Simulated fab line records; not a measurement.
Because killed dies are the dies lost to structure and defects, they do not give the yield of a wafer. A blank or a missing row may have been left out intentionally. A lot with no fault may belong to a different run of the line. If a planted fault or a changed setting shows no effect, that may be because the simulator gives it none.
One fault through the eyes of 2 desks -- flow nand-harc -- numbers are kept per desk, each desk with only its own; the story behind them comes last

## AT THE TOOL OWNER'S DESK: plasma-asher-02
The tool's own readings at NHARC_P_GATE_STRIP_76 (strips in O2): means of the sampled wafers that have a number, for each lot that ran on this tool. If a lot's mean is further than 4 standard deviations from the usual mean, the lot is out of limits and carries the mark OUT (the distance appears in the brackets).
Columns: A = drypump-motor-current-A at NHARC_P_GATE_STRIP_76, usual 5.70 A; B = heater-power-w at NHARC_P_GATE_STRIP_76, usual 331 W
lot,first seen here,A,B
L964,day 5 11:11,5.73,356
L965,day 5 11:48,5.76,351
L967,day 6 02:47,5.71,342
L969,day 6 16:29,5.75,362
L970,day 6 17:11,5.76,363
L971,day 7 02:43,5.71,353
L972,day 7 08:28,5.76,372
L984,day 10 07:20,5.74,336
L986,day 10 14:13,5.74,347
L987,day 11 02:05,5.74,340
This desk's finding: nothing out of limits on any of the 10 lots.

## THE DEFECT DESK
Counts from the inspections along the route, per lot, as means over the sampled wafers that have a number. If a lot's mean is further than 4 standard deviations from the usual mean, the lot is out of limits and carries the mark OUT (the distance appears in the brackets).
Columns: A = raw-defect-count at NHARC_P_GATE_INSPECT_68, usual 212
lot,first seen here,A
L964,day 5 15:03,275
L965,day 5 15:58,347
L967,day 6 06:40,147
L968,day 6 07:37,366
L969,day 6 20:31,117
L970,day 6 21:28,226
L971,day 7 06:34,1031 (+10) OUT
L972,day 7 12:23,979 (+9.3) OUT
L982,day 10 06:26,323
L984,day 10 11:14,177
L986,day 10 18:35,221
L987,day 11 06:17,210
This desk's finding: out of limits on L971, L972; first on L971, day 7 06:34 (raw-defect-count at NHARC_P_GATE_INSPECT_68). Within limits: L964, L965, L967, L968, L969, L970, L982, L984, L986, L987.

## ALL TOGETHER
The defect desk could have raised an alarm at day 7 06:34, on L971, L972.
Nothing out of limits was seen by the tool owner's desk.
On record at the tool owner's desk: L971, L972, within its limits.
The lots listed all ran NHARC_P_GATE_STRIP_76 on plasma-asher-02.

## WHAT WAS PUT IN BY THE SIMULATOR
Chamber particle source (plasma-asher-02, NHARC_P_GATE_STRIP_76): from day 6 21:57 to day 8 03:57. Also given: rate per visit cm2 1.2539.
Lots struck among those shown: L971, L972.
Hours from the fault's start to each desk's first reading out of limits: the defect desk, 9.
